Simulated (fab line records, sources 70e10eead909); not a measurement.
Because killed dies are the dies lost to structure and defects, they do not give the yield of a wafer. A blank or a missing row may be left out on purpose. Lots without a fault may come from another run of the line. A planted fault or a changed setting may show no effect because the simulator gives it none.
Struck lot and sound lot, side by side ; flow nand_harc ; 14 steps out of a route of 1302
Sound: wafers L481.3, L481.4, L481.5. Wafers struck: L473.3, L473.4, L473.5. The cause is given at the end.
For every step that has rows: the tool of each side, followed by ch and its chambers, followed by its first start. Under that, the readings that differ: sound wafers ; struck wafers ; difference of the means ; sigmas: that difference in standard deviations of wafers without a fault.
alike: words and numbers the same on both sides, and readings whose means are apart by under 2 such deviations; not compared: readings that were withheld, readings missing a value for some wafer, numbers with overlapping values and no deviation given by the record, and bounds like >300 which may hide the same value.
Wherever a step has rows on one side only, a row that says differs or no value, or a row with sigmas, the two part there. Non-overlapping numbers with no deviation appear without sigmas and do not part them. A reading that every wafer of one side lacks parts them only if that side has two wafers or more.

first, 4 steps without rows for these wafers: NHARC_A_WL_FILL_STRIP_28 (strips in post etch residue remover, time 1200 s); NHARC_A_WL_FILL_PRECLEAN_06 (cleans in DIW, time 300 s); NHARC_A_WL_FILL_SRD_07; NHARC_A_WL_FILL_ANNEAL_08 (time 1800 s).
NHARC_A_WL_FILL_ALD_10: deposits SiO2, target thk 50 nm, pulse time 10 s, ald cycles 500.
  sound on ald_hk-04 ch 1,3, day 28 07:43; struck on ald_hk-02 ch 1,2, day 24 01:50
  alike: heater_power_w, precursor_pulse_height_rel
NHARC_A_WL_FILL_ETCHBACK_16: etches the open film in C4F8/O2/Ar, target depth 120 nm, time 24 s.
  sound: rie_diel-02 ch 1,2,3; struck: rie_diel-02 ch 0,3
  alike: oes_product_au, rf_vpp_V
  not compared: rf_hours_counter_h
NHARC_A_WL_FILL_STRIP_29: strips in O2, time 20 s.
  sound on rie_diel-02 ch 0,1, day 28 12:28; struck on rie_diel-02 ch 0,2, day 24 06:05
  alike: drypump_motor_current_A, oes_product_au, rf_vpp_V, showerhead_plenum_p_Torr, throttle_valve_pct
  not compared: rf_hours_counter_h
NHARC_A_WL_FILL_ETCHBACK_17: etches the open film in Cl2/BCl3, target depth 4 nm, time 26.7 s.
  sound on rie_metal-03 ch 0,1, day 28 12:37; struck on rie_metal-03 ch 0,1, day 24 06:13
  alike: drypump_motor_current_A, oes_product_au
  not compared: rf_hours_counter_h
then, 3 steps without rows for these wafers: NHARC_A_WL_FILL_PRECLEAN_18 (cleans in dHF, time 30 s); NHARC_A_WL_FILL_SRD_21; NHARC_A_WL_FILL_CVD_23 (deposits poly-Si, target thk 40 nm, time 800 s).
NHARC_A_WL_FILL_ETCHBACK_26: etches the open film in HBr, target depth 52 nm, time 13.3 s.
  sound on rie_si-04 ch 1,3, day 28 17:45; struck on rie_si-01 ch 0,2, day 24 11:27
reading;sound;struck;difference;sigmas
oes_product_au (a.u.);1.007 1.009 0.988;0.863 0.858 0.859;-0.141;-22
  alike: drypump_motor_current_A, throttle_valve_pct
  not compared: rf_hours_counter_h
then, 1 step without rows for these wafers: NHARC_A_WL_FILL_PRECLEAN_30 (cleans in dHF, time 10 s).
-- break in the record here, with 8 days between the starts of the struck wafers on either side (left off in module A_WL_FILL, picked up again in module END, where the first step shown is number 1302 on the route) --
NHARC_END_SORT_01:
  the record has rows for the struck wafers here (prober-01 ch 0, day 32 08:27) and none for the sound ones

== WHERE THEY PART ==
At NHARC_A_WL_FILL_ETCHBACK_26 first; at NHARC_END_SORT_01 last (within this record only).

WHY: what the simulator had put in
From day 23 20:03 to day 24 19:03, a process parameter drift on rie_si-01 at NHARC_A_WL_FILL_ETCHBACK_26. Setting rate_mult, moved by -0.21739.
